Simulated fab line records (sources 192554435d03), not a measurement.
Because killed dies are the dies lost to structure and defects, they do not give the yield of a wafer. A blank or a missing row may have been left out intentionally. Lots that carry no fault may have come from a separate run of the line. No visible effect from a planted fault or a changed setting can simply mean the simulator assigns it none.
Matching of chambers :: flow n5-finfet :: N5_FIN_SAQP_PECVD_47 on pecvd-04 has 3 sister chambers
The step deposits a-Si from SiH4/He, target thk 45 nm, time 36.3 s. 18 wafers are shown with their chamber, then 9 later ones without.

## EACH WAFER AND ITS CHAMBER
wafer: L074.2
chamber: 0
throttle-valve-pct (%): 21.4
showerhead-vpp-V (V): 639
showerhead-plenum-p-Torr (Torr): 5.66

wafer: L074.3
chamber: 0
throttle-valve-pct (%): 21.3
showerhead-vpp-V (V): 635
showerhead-plenum-p-Torr (Torr): 5.65

wafer: L074.5
chamber: 1
throttle-valve-pct (%): 18.5
showerhead-vpp-V (V): 650
showerhead-plenum-p-Torr (Torr): 5.67

wafer: L075.1
chamber: 0
throttle-valve-pct (%): 21.5
showerhead-vpp-V (V): 640
showerhead-plenum-p-Torr (Torr): 5.64

wafer: L075.5
chamber: 1
throttle-valve-pct (%): 18.5
showerhead-vpp-V (V): 660
showerhead-plenum-p-Torr (Torr): 5.65

wafer: L075.6
chamber: 0
throttle-valve-pct (%): 21.5
showerhead-vpp-V (V): 643
showerhead-plenum-p-Torr (Torr): 5.67

wafer: L080.2
chamber: 2
throttle-valve-pct (%): 16.6
showerhead-vpp-V (V): 581
showerhead-plenum-p-Torr (Torr): 5.58

wafer: L080.3
chamber: 0
throttle-valve-pct (%): 21.8
showerhead-vpp-V (V): 642
showerhead-plenum-p-Torr (Torr): 5.66

wafer: L080.6
chamber: 1
throttle-valve-pct (%): 18.4
showerhead-vpp-V (V): 657
showerhead-plenum-p-Torr (Torr): 5.68

wafer: L082.1
chamber: 1
throttle-valve-pct (%): 18.4
showerhead-vpp-V (V): 661
showerhead-plenum-p-Torr (Torr): 5.68

wafer: L082.2
chamber: 2
throttle-valve-pct (%): 16.5
showerhead-vpp-V (V): 583
showerhead-plenum-p-Torr (Torr): 5.60

wafer: L082.5
chamber: 2
throttle-valve-pct (%): 16.7
showerhead-vpp-V (V): 587
showerhead-plenum-p-Torr (Torr): 5.59

wafer: L085.2
chamber: 1
throttle-valve-pct (%): 18.6
showerhead-vpp-V (V): 659
showerhead-plenum-p-Torr (Torr): 5.65

wafer: L085.3
chamber: 0
throttle-valve-pct (%): 21.7
showerhead-vpp-V (V): 644
showerhead-plenum-p-Torr (Torr): 5.66

wafer: L085.5
chamber: 2
throttle-valve-pct (%): 17.0
showerhead-vpp-V (V): 582
showerhead-plenum-p-Torr (Torr): 5.59

wafer: L087.2
chamber: 1
throttle-valve-pct (%): 18.7
showerhead-vpp-V (V): 654
showerhead-plenum-p-Torr (Torr): 5.66

wafer: L087.3
chamber: 2
throttle-valve-pct (%): 16.7
showerhead-vpp-V (V): 583
showerhead-plenum-p-Torr (Torr): 5.59

wafer: L087.5
chamber: 1
throttle-valve-pct (%): 18.2
showerhead-vpp-V (V): 657
showerhead-plenum-p-Torr (Torr): 5.66

SIGNATURES (means of the wafers above)
reading: throttle-valve-pct
chamber 0: 21.533
chamber 1: 18.471
chamber 2: 16.700
scatter within a chamber: 0.177

reading: showerhead-vpp-V
chamber 0: 640.50
chamber 1: 656.86
chamber 2: 583.20
scatter within a chamber: 3.28

reading: showerhead-plenum-p-Torr
chamber 0: 5.6567
chamber 1: 5.6643
chamber 2: 5.5900
scatter within a chamber: 0.0107
Rule: for each reading, subtract the chamber's mean from the wafer's reading, divide by that reading's scatter and square the result; add these up over the readings and take the root, which gives the wafer's distance from the chamber. The wafer belongs to the nearest chamber; if the next one is less than 2 further off, it can't be placed. The scatter is the square root of a quotient: the sum, over the shown wafers, of each reading's squared deviation from its chamber's mean, divided by wafers minus chambers.

## WAFERS MISSING THEIR CHAMBER
wafer: L089.1
throttle-valve-pct (%): 21.8
showerhead-vpp-V (V): 637
showerhead-plenum-p-Torr (Torr): 5.66

wafer: L089.2
throttle-valve-pct (%): 17.2
showerhead-vpp-V (V): 581
showerhead-plenum-p-Torr (Torr): 5.58

wafer: L089.5
throttle-valve-pct (%): 16.9
showerhead-vpp-V (V): 576
showerhead-plenum-p-Torr (Torr): 5.59

wafer: L093.1
throttle-valve-pct (%): 16.9
showerhead-vpp-V (V): 575
showerhead-plenum-p-Torr (Torr): 5.59

wafer: L093.4
throttle-valve-pct (%): 22.0
showerhead-vpp-V (V): 651
showerhead-plenum-p-Torr (Torr): 5.66

wafer: L093.5
throttle-valve-pct (%): 16.5
showerhead-vpp-V (V): 581
showerhead-plenum-p-Torr (Torr): 5.58

wafer: L095.2
throttle-valve-pct (%): 22.1
showerhead-vpp-V (V): 648
showerhead-plenum-p-Torr (Torr): 5.66

wafer: L095.3
throttle-valve-pct (%): 17.0
showerhead-vpp-V (V): 587
showerhead-plenum-p-Torr (Torr): 5.58

wafer: L095.4
throttle-valve-pct (%): 18.2
showerhead-vpp-V (V): 666
showerhead-plenum-p-Torr (Torr): 5.66

## WHICH CHAMBER EACH WENT THROUGH
wafer: L089.1
from the rows above: 0
in truth: 0

wafer: L089.2
from the rows above: 2
in truth: 2

wafer: L089.5
from the rows above: 2
in truth: 2

wafer: L093.1
from the rows above: 2
in truth: 2

wafer: L093.4
from the rows above: 0
in truth: 0

wafer: L093.5
from the rows above: 2
in truth: 2

wafer: L095.2
from the rows above: 0
in truth: 0

wafer: L095.3
from the rows above: 2
in truth: 2

wafer: L095.4
from the rows above: 1
in truth: 1
Correct placement for 9 of the 9. From these rows, 0 cannot be placed. 0 placed wrongly.
